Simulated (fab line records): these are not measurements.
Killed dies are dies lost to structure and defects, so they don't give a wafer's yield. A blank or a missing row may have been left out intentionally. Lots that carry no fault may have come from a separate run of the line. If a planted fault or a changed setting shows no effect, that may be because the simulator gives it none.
Chamber matching || flow nand harc || 4 sister chambers for NHARC_A_CHANNEL_HOLE_D2_DESCUM_15 on rie diel-04
The step chemistry O2, time 3 s. 7 wafers are shown with their chamber, then 7 later ones without.

== WAFERS WITH THEIR CHAMBER ==
{"wafer": "L076.1", "chamber": 0, "drypump motor current A (A)": 6.5, "oes product au (a.u.)": 1.001}
{"wafer": "L077.5", "chamber": 0, "drypump motor current A (A)": 6.5, "oes product au (a.u.)": 0.994}
{"wafer": "L078.2", "chamber": 3, "drypump motor current A (A)": 5.4, "oes product au (a.u.)": 0.983}
{"wafer": "L078.5", "chamber": 3, "drypump motor current A (A)": 5.4, "oes product au (a.u.)": 0.992}
{"wafer": "L078.6", "chamber": 2, "drypump motor current A (A)": 6.7, "oes product au (a.u.)": 1.005}
{"wafer": "L080.1", "chamber": 1, "drypump motor current A (A)": 6.7, "oes product au (a.u.)": 0.984}
{"wafer": "L080.2", "chamber": 2, "drypump motor current A (A)": 6.8, "oes product au (a.u.)": 1.020}

== WAFERS WITH NO CHAMBER GIVEN ==
{"wafer": "L080.6", "drypump motor current A (A)": 6.5, "oes product au (a.u.)": 0.994}
{"wafer": "L084.1", "drypump motor current A (A)": 6.7, "oes product au (a.u.)": 1.014}
{"wafer": "L084.2", "drypump motor current A (A)": 6.6, "oes product au (a.u.)": 0.989}
{"wafer": "L084.6", "drypump motor current A (A)": 6.6, "oes product au (a.u.)": 0.995}
{"wafer": "L091.2", "drypump motor current A (A)": 6.5, "oes product au (a.u.)": 0.993}
{"wafer": "L091.3", "drypump motor current A (A)": 6.8, "oes product au (a.u.)": 1.016}
{"wafer": "L091.5", "drypump motor current A (A)": 6.5, "oes product au (a.u.)": 0.989}

== CHAMBER TAKEN BY EACH ==
{"wafer": "L080.6", "from the rows above": 0, "in truth": 0}
{"wafer": "L084.1", "from the rows above": 2, "in truth": 2}
{"wafer": "L084.2", "from the rows above": "can't be placed: 1 or 0", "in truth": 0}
{"wafer": "L084.6", "from the rows above": "can't be placed: 0 or 1 or 2", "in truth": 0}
{"wafer": "L091.2", "from the rows above": 0, "in truth": 0}
{"wafer": "L091.3", "from the rows above": 2, "in truth": 2}
{"wafer": "L091.5", "from the rows above": 0, "in truth": 0}
Correctly placed: 5 of 7. From these rows, 2 cannot be placed; in 2 the true chamber is one of the candidates. 0 placed wrongly.
How it was worked out, from the rows above alone: a wafer's distance from a chamber is the root of the sum, over the readings, of the square of ((its reading less the chamber's mean) divided by the reading's scatter). If the next closest chamber is less than 2 further off than the closest, the wafer can't be placed; otherwise it belongs to the closest. The mean given for a chamber averages the wafers shown for that chamber. The scatter: the root of (the sum of the squares of (reading less its chamber's mean) over the shown wafers, divided by (wafers less chambers)).
